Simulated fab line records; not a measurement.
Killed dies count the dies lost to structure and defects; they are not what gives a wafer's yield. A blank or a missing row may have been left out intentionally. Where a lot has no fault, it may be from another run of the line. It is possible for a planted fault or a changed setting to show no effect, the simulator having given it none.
Code-filled problem report in 8D (eight disciplines) form :: flow n5_finfet :: the parts of the form that need people (team, actions taken, sign-off) are left out

== 1. WHAT IS WRONG ==
Mean of cathode_dc_power_W at N5_BEOL_M12_SPUTTER_45: 29072 W across 2 wafers in 2 lots; on wafers with no fault it is 26000 W (standard deviation 4.6). That is +99 or more standard deviations from the usual mean.
The step: material Cu, target thk 80 nm, time 13.33 s.
The first sign was on wafer L897.6 at day 14 12:35, on pvd_sputter-01. The record has a number at this step for 18 wafers belonging to 6 lots. Rule for "out", or "out of limits": more than 4 standard deviations from the usual mean. The other wafers with a number count as sound.

== 2. WHAT THIS IS AND IS NOT ==
question: which readings at this step
is: cathode_dc_power_W
is not: susceptor_temp_C, throttle_valve_pct

question: which lots
is: L897, L901
is not: L883, L886, L905, L906

question: which wafers of those lots
is: L897.6, L901.4
is not: L897.3, L897.5, L901.1, L901.2

question: read on which tools
is: pvd_sputter-01
is not: pvd_sputter-02, pvd_sputter-03

question: when
is: from day 14 12:35
is not: up to then (8 sound wafers); but 8 sound wafers of L901, L905, L906 came after

== 3. THE SUSPECTS, EACH WITH WHAT RULES IT OUT ==
Counting: a tool at a process step up to the reading stays a suspect if it ran every lot that is out. Sound lots after the first of them don't rule it out here, since some wafers of a struck lot are sound.
- plasma_asher-01 at N5_BEOL_M12_STRIP_37 (strips in N2/H2): kept. Ran every lot that is out, first one L897 (day 14 10:06); last sound lot up to then L883 (day 10 13:56).
- pvd_sputter-01 at N5_BEOL_M12_DEGAS_41 (time 60 s): kept. Ran every lot that is out, first one L897 (day 14 12:20); last sound lot up to then L883 (day 10 14:22).
- pvd_sputter-01 at N5_BEOL_M12_SPUTTER_43 (material TaN, target thk 15 nm, time 24.19 s): kept. Ran every lot that is out, first one L897 (day 14 12:25); last sound lot up to then L883 (day 10 14:27).
- pvd_sputter-01 at N5_BEOL_M12_SPUTTER_44 (material Ta, target thk 10 nm, time 16.13 s): kept. Ran every lot that is out, first one L897 (day 14 12:30); last sound lot up to then L883 (day 10 14:32).
- pvd_sputter-01 at N5_BEOL_M12_SPUTTER_45 (material Cu, target thk 80 nm, time 13.33 s): kept. Ran every lot that is out, first one L897 (day 14 12:35); last sound lot up to then L883 (day 10 14:37). On those wafers its own readings are out: cathode_dc_power_W.
Left after counting: plasma_asher-01 at N5_BEOL_M12_STRIP_37, pvd_sputter-01 at N5_BEOL_M12_DEGAS_41, pvd_sputter-01 at N5_BEOL_M12_SPUTTER_43, pvd_sputter-01 at N5_BEOL_M12_SPUTTER_44, pvd_sputter-01 at N5_BEOL_M12_SPUTTER_45.

== 4. THE CAUSE (what the simulator had put in) ==
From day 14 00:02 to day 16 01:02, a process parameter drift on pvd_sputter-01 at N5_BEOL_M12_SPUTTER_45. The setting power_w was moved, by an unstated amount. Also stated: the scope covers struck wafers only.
This tool is one of the 5 suspects left after counting.

== 5. SEQUENCE OF EFFECTS, ordered by route ==
Each row: a reading whose mean over the struck wafers that have a number lies more than 3 standard deviations from the usual. Readings are gone through only where the record gives a usual standard deviation; hours: the median, over the lots, of the time from a lot's start at the first step in this table giving one to that lot's start at this step; sigmas: the change measured in usual standard deviations.
hours: 0
step: N5_BEOL_M12_SPUTTER_45
reading: cathode_dc_power_W
usual: 26000 W
on struck wafers: 29072
change: +3072
sigmas: +99 or more
The process steps in it:
- N5_BEOL_M12_SPUTTER_45: material Cu, target thk 80 nm, time 13.33 s.

== 6. WHAT WOULD HAVE CAUGHT IT SOONER ==
In this record the first reading out of limits was taken at day 14 12:35, 13 hours after the fault began at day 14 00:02.
